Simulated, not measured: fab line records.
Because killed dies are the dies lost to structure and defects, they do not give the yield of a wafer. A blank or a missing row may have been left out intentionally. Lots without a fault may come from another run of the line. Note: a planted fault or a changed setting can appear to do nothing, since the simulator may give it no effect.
Matching of chambers -- flow n5 finfet -- 4 sister chambers for N5_BEOL_M15_CMP_49 on cmp-04
The step polishes, stops on SiO2, t overpolish 4.9 s, target thk 850 nm. 14 wafers are shown with their chamber, then 7 later ones without.

## EACH WAFER AND ITS CHAMBER
wafer,chamber,motor current A (A),barrier field endpoint s (s),slurry filter dp kPa (kPa)
L772.2,1,7.3,11.12,13.29
L772.3,2,9.6,11.22,13.49
L772.5,1,7.5,11.27,13.57
L776.1,1,7.8,11.38,13.47
L776.3,2,9.7,11.43,13.36
L776.4,0,7.0,11.46,13.29
L775.3,0,7.1,11.58,13.47
L775.4,3,6.5,11.73,13.65
L775.6,0,7.2,11.61,13.69
L780.1,0,7.2,11.66,13.64
L780.4,1,7.4,11.66,13.30
L780.5,0,7.3,11.83,13.60
L777.3,0,7.0,11.45,13.57
L777.4,1,7.7,11.29,13.43

SIGNATURES (averages over the wafers above)
reading,chamber 0,chamber 1,chamber 2,chamber 3,scatter within a chamber
motor current A,7.133,7.540,9.650,6.500,0.158
barrier field endpoint s,11.5983,11.3440,11.3250,11.7300,0.168
slurry filter dp kPa,13.5433,13.4120,13.4250,13.6500,0.13
Rule: for a wafer and a chamber, the distance is found by dividing, reading by reading, the gap between the wafer's reading and the chamber's mean by the reading's scatter, squaring, summing and taking the root. The wafer belongs to the nearest chamber; if the next one is less than 2 further off, it can't be placed. How the scatter is found: for the shown wafers, subtract from each reading the mean of its chamber, square and add these, divide the total by (wafers less chambers), then take the root.

## WAFERS WITHOUT THEIR CHAMBER
wafer,motor current A (A),barrier field endpoint s (s),slurry filter dp kPa (kPa)
L777.5,7.4,11.44,13.25
L788.2,7.1,11.25,13.18
L788.4,6.4,11.05,13.58
L788.5,7.4,11.06,13.30
L793.2,9.5,12.06,13.51
L793.3,6.3,11.85,13.18
L793.5,6.1,12.04,13.57

## THE CHAMBER EACH PASSED THROUGH
wafer,from the rows above,in truth
L777.5,can't be placed: 1 or 0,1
L788.2,can't be placed: 1 or 0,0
L788.4,can't be placed: 3 or 0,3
L788.5,can't be placed: 1 or 0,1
L793.2,2,2
L793.3,3,3
L793.5,3,3
3 of 7 placed correctly. Can't be placed from these rows: 4 (the true chamber is among the candidates in 4). Placed wrongly: 0.
